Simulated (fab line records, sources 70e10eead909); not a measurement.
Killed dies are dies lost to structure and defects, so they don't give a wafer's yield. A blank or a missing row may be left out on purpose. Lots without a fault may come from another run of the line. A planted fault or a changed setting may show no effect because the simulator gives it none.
A struck lot beside a sound one | flow nand_harc | 15 steps out of a route of 1302
Sound: wafers L242.1, L242.4, L242.5. Struck: wafers L236.2, L236.4, L236.6. The cause comes at the end.
At each step with rows: each side's tool, then ch and its chambers, then its first start. Under that, the readings that differ: sound wafers | struck wafers | difference of the means | sigmas: that difference in standard deviations of wafers without a fault.
alike: readings whose means differ by less than 2 such deviations, and words and numbers that are the same on both sides. not compared: withheld readings, readings that some wafer has no value for, bounds like >300 that may hide the same value, and numbers for which the record gives no deviation and whose values overlap.
The two part at a step that has a row with sigmas, a row that says differs or no value, or rows on one side only. Numbers that don't overlap but have no deviation are shown without sigmas and don't part them. A reading that every wafer of one side lacks parts them only if that side has two wafers or more.

first, 7 steps without rows for these wafers: NHARC_A_CHANNEL_HOLE_D1_COAT_37 (time 65 s); NHARC_A_CHANNEL_HOLE_D1_COAT_04 (resist thk 90 nm); NHARC_A_CHANNEL_HOLE_D1_SOFTBAKE_05 (time 55 s); NHARC_A_CHANNEL_HOLE_D1_EBR_06; NHARC_A_CHANNEL_HOLE_D1_EXPOSE_07 (exposes mask HOLE D1, target cd 100 nm); NHARC_A_CHANNEL_HOLE_D1_PEB_08 (peb time 65 s); NHARC_A_CHANNEL_HOLE_D1_DEVELOP_09 (develop time 35 s).
NHARC_A_CHANNEL_HOLE_D1_CD_MEAS_10: target cd 100 nm.
  sound on cd_sem-02 ch 0, day 14 12:22; struck on cd_sem-03 ch 0, day 12 02:44
  alike: cd_nm
NHARC_A_CHANNEL_HOLE_D1_OVL_MEAS_11:
  sound on overlay-02, day 14 12:27; struck on overlay-01, day 12 02:50
  reading           | sound          | struck      | difference | sigmas
  overlay_y_nm (nm) | -0.7 -0.3 -0.8 | 0.8 1.0 0.9 | +1.5       | +2
  alike: overlay_x_nm
NHARC_A_CHANNEL_HOLE_D1_INSPECT_12:
  sound on defect_inspect-02, day 14 12:29; struck on defect_inspect-02, day 12 02:52
  reading          | sound | struck  | difference | sigmas
  raw_defect_count | 2 1 7 | 10 10 8 | +6         | +2
NHARC_A_CHANNEL_HOLE_D1_DESCUM_15: chemistry O2, time 3 s.
  sound on rie_diel-11 ch 0,2, day 14 12:34; struck on rie_diel-02 ch 0,1,3, day 12 02:56
  alike: drypump_motor_current_A, oes_product_au, rf_vpp_V, showerhead_plenum_p_Torr, throttle_valve_pct
  not compared: rf_hours_counter_h
NHARC_A_CHANNEL_HOLE_D1_ETCH_38: etches the open film in CF4, target depth 39 nm, time 65 s.
  sound on rie_diel-11 ch 1,2,3, day 14 12:38; struck on rie_diel-02 ch 0,2, day 12 03:01
  reading              | sound             | struck            | difference | sigmas
  cf4_flow_sccm (sccm) | 150.4 149.8 151.5 | 150.0 149.0 149.8 | -1.0       | -2
  alike: drypump_motor_current_A, oes_product_au, rf_vpp_V, showerhead_plenum_p_Torr, throttle_valve_pct
  not compared: rf_hours_counter_h
NHARC_A_CHANNEL_HOLE_D1_ETCH_39: etches the open film in N2/H2, target depth 260 nm, time 325 s.
  sound on rie_diel-11 ch 0,1,2, day 14 12:44; struck on rie_diel-02 ch 0,1,3, day 12 03:09
  reading               | sound             | struck            | difference | sigmas
  oes_product_au (a.u.) | 1.006 0.988 0.994 | 0.887 0.882 0.885 | -0.111     | -14
  alike: drypump_motor_current_A, rf_vpp_V, showerhead_plenum_p_Torr, throttle_valve_pct
  not compared: rf_hours_counter_h
NHARC_A_CHANNEL_HOLE_D1_ETCH_34: etches the open film in CF4/CHF3, target depth 154 nm, time 77 s.
  sound on rie_diel-11 ch 0,1,2; struck on rie_diel-02 ch 1,2,3
  alike: cf4_flow_sccm, drypump_motor_current_A, oes_product_au, rf_vpp_V, showerhead_plenum_p_Torr, throttle_valve_pct
  not compared: rf_hours_counter_h
then, 1 step without rows for these wafers: NHARC_END_SORT_01.

WHERE THEY PART
First at NHARC_A_CHANNEL_HOLE_D1_OVL_MEAS_11; last, within this record, at NHARC_A_CHANNEL_HOLE_D1_ETCH_39. Later steps at which nothing parts them and some readings are alike: NHARC_A_CHANNEL_HOLE_D1_ETCH_34.

WHY: what the simulator had put in
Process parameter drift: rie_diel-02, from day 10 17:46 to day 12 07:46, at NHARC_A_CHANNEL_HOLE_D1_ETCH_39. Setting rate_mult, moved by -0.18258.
